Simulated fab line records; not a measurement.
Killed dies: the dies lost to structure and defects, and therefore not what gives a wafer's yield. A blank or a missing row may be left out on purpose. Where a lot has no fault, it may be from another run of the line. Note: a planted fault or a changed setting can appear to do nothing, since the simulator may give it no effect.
Code-filled problem report in 8D (eight disciplines) form	flow n5-finfet	the parts of the form that need people (team, actions taken, sign-off) are left out

## 1. WHAT WENT WRONG
CJ_N at N5_BEOL_M4_RC_MEAS_101 reads a mean of 3.95 on 1 wafer of 1 lot; wafers without a fault read 4.32 with a standard deviation of 0.089. Measured from the usual mean, that is -4.2 standard deviations.
Seen first at day 14 01:37 on prober-01, wafer L721.6. The record holds 30 wafers of 10 lots with a number at this step. Rule for "out", or "out of limits": more than 4 standard deviations from the usual mean. All remaining wafers that have a number are taken as sound.

## 2. WHAT IT IS AND WHAT IT IS NOT
question	is	is not
which readings at this step	CJ_N	IOFF_N, IOFF_P, ION_N, ION_P, VT_N, VT_P
which lots	L721	L712, L714, L715, L716, L718, L729, L730, L731, L735
which wafers of those lots	L721.6	L721.2, L721.3
read on which gauges	prober-01	prober-02
when	from day 14 01:37	up to then (17 sound wafers); but 12 sound wafers of L729, L730, L731, L735 came after

## 3. THE SUSPECTS, EACH WITH WHAT RULES IT OUT
Counting: any tool at a process step up to the reading remains a suspect provided it ran every lot that is out. Sound lots after the first of them don't rule it out here, since some wafers of a struck lot are sound.
- the gauge at N5_BEOL_M4_RC_MEAS_101: kept. All the wafers that are out were read on prober-01, and no step on other tools shows them out.
- pecvd-04 at N5_ZERO_LAYER_PECVD_02 (deposits SiO2 from SiH4/N2O, target thk 10 nm, time 6 s): kept. It processed L721, the lot that is out, at day 3 18:17, and its most recent sound lot before then was L716 at day 2 12:30.
- pvd-sputter-01 at N5_BEOL_M4_SPUTTER_92 (material Cu, target thk 4.5 nm, time 8.29 s): kept. It processed L721, the lot that is out, at day 13 23:55, and its most recent sound lot before then was L712 at day 10 19:12.
- In pecvd-04 at N5_ZERO_LAYER_PECVD_02, the wafers that are out were processed in chamber 0 and their sound lot-mates in chambers 1, 2.
Still standing after the count: pecvd-04 at N5_ZERO_LAYER_PECVD_02, pvd-sputter-01 at N5_BEOL_M4_SPUTTER_92, prober-01 at N5_BEOL_M4_RC_MEAS_101.

## 4. THE CAUSE (what the simulator had put in)
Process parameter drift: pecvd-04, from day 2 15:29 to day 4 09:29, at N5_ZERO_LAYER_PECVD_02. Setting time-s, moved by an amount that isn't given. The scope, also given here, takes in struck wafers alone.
Of the 3 suspects that counting leaves, this tool is one.

## 5. THE CHAIN OF EFFECTS, in route order
One row per reading whose mean, taken over the struck wafers that have a number, lies over 3 standard deviations from the usual. Scope: only readings with a usual standard deviation given in the record; hours: median across lots of the time from each lot's start at the first step in this table that gives one to its start at this step; sigmas: change in usual standard deviations.
hours	step	reading	usual	on struck wafers	change	sigmas
0	N5_BEOL_M4_RC_MEAS_101	CJ_N	4.32	3.95	-0.37	-4.2
Later steps that measure or inspect, where all struck wafers having a row at the step show a number for every such reading and not one has moved that far: N5_BEOL_M5_THK_MEAS_01.

## 6. WHAT WOULD HAVE CAUGHT IT SOONER
The first out-of-limits reading at a measuring or inspecting step in this record came at day 14 01:37, 274 hours after the fault's start at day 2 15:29.
No tool reading at N5_ZERO_LAYER_PECVD_02 that has a usual standard deviation in the record was out on any struck wafer, so an alarm limit of 4 standard deviations on those readings would not have fired.
All the lots that are out (1) had begun N5_ZERO_LAYER_PECVD_02 on pecvd-04 by day 14 01:37. Tool hold at that time: it would have spared none of them.
